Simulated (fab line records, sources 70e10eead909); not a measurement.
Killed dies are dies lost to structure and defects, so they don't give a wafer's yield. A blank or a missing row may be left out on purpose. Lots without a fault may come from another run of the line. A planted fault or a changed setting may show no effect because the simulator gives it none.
Which tool did it? | flow nand_harc | 13 lots, 39 wafers sampled, at 5 steps of a route of 1159

WHAT THE GAUGES READ, wafer by wafer
NHARC_A_ZERO_WELL_CD_MEAS_10: target cd 2000 nm.
lot  | measured     | on        | cd_nm (nm)
L105 | day 6 23:05  | cd_sem-02 | 2000.2 2001.1 2002.2
L106 | day 7 00:30  | cd_sem-03 | 2000.1 1998.9 1999.4
L110 | day 8 03:23  | cd_sem-02 | 2000.0 2000.2 1999.4
L113 | day 8 10:30  | cd_sem-03 | 2001.4 1999.4 2001.4
L115 | day 9 02:01  | cd_sem-01 | 2001.1 2002.1 2000.4
L119 | day 9 21:43  | cd_sem-02 | 1997.5 2000.6 1998.6
L122 | day 10 15:50 | cd_sem-02 | 1999.7 2000.6 1999.0
L124 | day 10 23:37 | cd_sem-02 | 1998.8 2000.7 1997.8
L123 | day 11 05:28 | cd_sem-03 | 2002.0 2001.2 2003.0
L125 | day 12 03:50 | cd_sem-01 | 1999.2 1998.8 2000.4
L126 | day 12 04:52 | cd_sem-01 | 2002.2 2001.9 2000.9
L127 | day 12 05:17 | cd_sem-01 | 2001.2 2000.9 2002.3
L128 | day 12 13:13 | cd_sem-01 | 1999.3 1999.5 1999.6

NHARC_A_ONON_D1_THK_MEAS_18: measures by ellipsometry.
lot  | measured     | on            | thk_nm (nm)
L105 | day 8 07:27  | film_metro-01 | 1006 1005 1006
L106 | day 8 07:28  | film_metro-02 | 1005 1004 1003
L110 | day 9 08:53  | film_metro-01 | 707 706 705
L113 | day 9 23:42  | film_metro-02 | 699 701 700
L115 | day 10 08:58 | film_metro-01 | 999 999 999
L119 | day 11 06:07 | film_metro-01 | 996 998 996
L122 | day 12 01:14 | film_metro-01 | 1009 1008 1009
L124 | day 12 10:02 | film_metro-01 | 1008 1010 1009
L123 | day 12 18:50 | film_metro-01 | 990 990 990
L125 | day 13 13:35 | film_metro-02 | 1011 1011 1010
L126 | day 13 13:14 | film_metro-01 | 1003 1004 1004
L127 | day 13 13:33 | film_metro-01 | 1008 1006 1006
L128 | day 13 21:49 | film_metro-02 | 1009 1009 1007

NHARC_END_SORT_01.
lot  | measured     | on        | killed_at_array | killed_at_other | killed_at_periphery | killed_dies | killed_open | killed_short
L110 | day 20 03:07 | prober-01 | 675 673 673     | 0 1 1           | 2 3 3               | 677 677 677 | 1 0 4       | 4 4 2
L113 | day 21 09:51 | prober-01 | 675 671 673     | 0 1 1           | 2 5 3               | 677 677 677 | 4 5 4       | 5 4 3
L122 | day 23 12:31 | prober-02 | 30 35 25        | 1 0 0           | 1 2 1               | 32 37 26    | 4 2 0       | 0 5 1

WHICH TOOL RAN EACH LOT (tool, then ch and the chambers of the sampled wafers, then the start)
lot  | NHARC_A_ZERO_WELL_DESCUM_12        | NHARC_A_ONON_D1_DEP_16
L105 | rie_diel-05 ch 0,3, day 6 23:14    | pecvd_onon-04 ch 0, day 8 06:56
L106 | rie_diel-06 ch 1,2, day 7 00:40    | pecvd_onon-02 ch 0, day 8 06:58
L110 | rie_diel-06 ch 0,1,2, day 8 03:32  | pecvd_onon-02 ch 0, day 9 08:25
L113 | rie_diel-06 ch 0,2,3, day 8 10:40  | pecvd_onon-02 ch 0, day 9 23:12
L115 | rie_diel-06 ch 1,2,3, day 9 02:10  | pecvd_onon-04 ch 0, day 10 08:27
L119 | rie_diel-08 ch 0,1,2, day 9 21:55  | pecvd_onon-01 ch 0, day 11 05:43
L122 | rie_diel-06 ch 0,1,2, day 10 16:01 | pecvd_onon-04 ch 0, day 12 00:43
L124 | rie_diel-08 ch 0,2, day 10 23:46   | pecvd_onon-04 ch 0, day 12 09:31
L123 | rie_diel-08 ch 0,2,3, day 11 05:39 | pecvd_onon-01 ch 0, day 12 18:24
L125 | rie_diel-05 ch 2,3, day 12 03:59   | pecvd_onon-04 ch 0, day 13 13:11
L126 | rie_diel-06 ch 0,2,3, day 12 05:01 | pecvd_onon-04 ch 0, day 13 12:43
L127 | rie_diel-05 ch 0,2,3, day 12 05:27 | pecvd_onon-01 ch 0, day 13 13:06
L128 | rie_diel-08 ch 0,1, day 12 13:24   | pecvd_onon-04 ch 0, day 13 21:19
- NHARC_A_ZERO_WELL_DESCUM_12: chemistry O2, time 3 s.
- NHARC_A_ONON_D1_DEP_16: target thk 1000 nm.

WHAT THE TOOLS THEMSELVES READ (means of the sampled wafers that have a number; where no wafer has one, the mark that the record gives instead)
NHARC_A_ZERO_WELL_DESCUM_12.
lot  | tool        | drypump_motor_current_A (A) | oes_product_au (a.u.) | rf_vpp_V (V) | showerhead_plenum_p_Torr (Torr) | throttle_valve_pct (%)
L105 | rie_diel-05 | 5.63                        | 1.000                 | 58.5         | 2.03                            | 11.311
L106 | rie_diel-06 | 5.77                        | 0.998                 | 58.1         | 1.96                            | 11.310
L110 | rie_diel-06 | 5.58                        | 1.002                 | 58.6         | 1.98                            | 11.309
L113 | rie_diel-06 | 5.56                        | 0.998                 | 58.6         | 1.95                            | 11.314
L115 | rie_diel-06 | 5.67                        | 0.992                 | 57.9         | 1.92                            | 11.317
L119 | rie_diel-08 | 5.69                        | 1.000                 | 58.2         | 1.95                            | 11.313
L122 | rie_diel-06 | 5.56                        | 0.991                 | 59.1         | 1.98                            | 11.306
L124 | rie_diel-08 | 5.79                        | 0.995                 | 56.4         | 1.97                            | 11.307
L123 | rie_diel-08 | 5.68                        | 0.998                 | 57.7         | 1.93                            | 11.302
L125 | rie_diel-05 | 5.82                        | 1.001                 | 57.3         | 1.86                            | 11.316
L126 | rie_diel-06 | 5.56                        | 0.996                 | 57.3         | 1.95                            | 11.306
L127 | rie_diel-05 | 5.74                        | 1.006                 | 58.2         | 1.94                            | 11.312
L128 | rie_diel-08 | 5.73                        | 0.999                 | 58.0         | 1.95                            | 11.295

NHARC_A_ONON_D1_DEP_16.
lot  | tool          | susceptor_temp_C (C)
L105 | pecvd_onon-04 | 400.22
L106 | pecvd_onon-02 | 399.74
L110 | pecvd_onon-02 | 399.60
L113 | pecvd_onon-02 | 400.10
L115 | pecvd_onon-04 | 399.91
L119 | pecvd_onon-01 | 399.84
L122 | pecvd_onon-04 | 400.04
L124 | pecvd_onon-04 | 399.98
L123 | pecvd_onon-01 | 400.03
L125 | pecvd_onon-04 | 399.99
L126 | pecvd_onon-04 | 399.66
L127 | pecvd_onon-01 | 399.97
L128 | pecvd_onon-04 | 400.12

THE ANSWER, worked out from the rows above alone
Rule: what is usual is taken from the lots themselves. Put in order of their means at a reading, lots are off if they are a third of the lots or fewer, leave a main group of 4 or more, and stand apart from it by a gap of 3 or more times the standard deviation of the main group's means; of several such gaps the widest counts. A main group whose means are all the same, to the digits that the tables above print for the reading, isn't used. A lot without any number at a reading at which 4 lots or more have one is off too. The other lots that the step has rows for count as sound. The gauges are gone through in route order, then the tools' own readings, and for those a lot's mean is taken as printed above. The first step at which some lot is off is used, and at that step the reading that is off furthest; a lot without a number counts as furthest.
Off: L110, L113, at NHARC_A_ONON_D1_THK_MEAS_18 (thk_nm). The main group: mean 1004 nm, standard deviation 6.
A tool fits if, at a process step before that reading, it ran every lot that is off, and no sound lot after the first of them. The gauges at NHARC_A_ONON_D1_THK_MEAS_18 are tried like those tools. One fits: pecvd_onon-02 at NHARC_A_ONON_D1_DEP_16. Its last sound lot is L106 (day 8 06:58), its first lot that is off L110 (day 9 08:25): a fault that began between those two fits.

WHAT THE SIMULATOR HAD PUT IN
Process parameter drift: pecvd_onon-02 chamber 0, from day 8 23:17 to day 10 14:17, at NHARC_A_ONON_D1_DEP_16. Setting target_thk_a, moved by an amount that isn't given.
Lots struck among those shown: L110, L113. The rule above found the same.
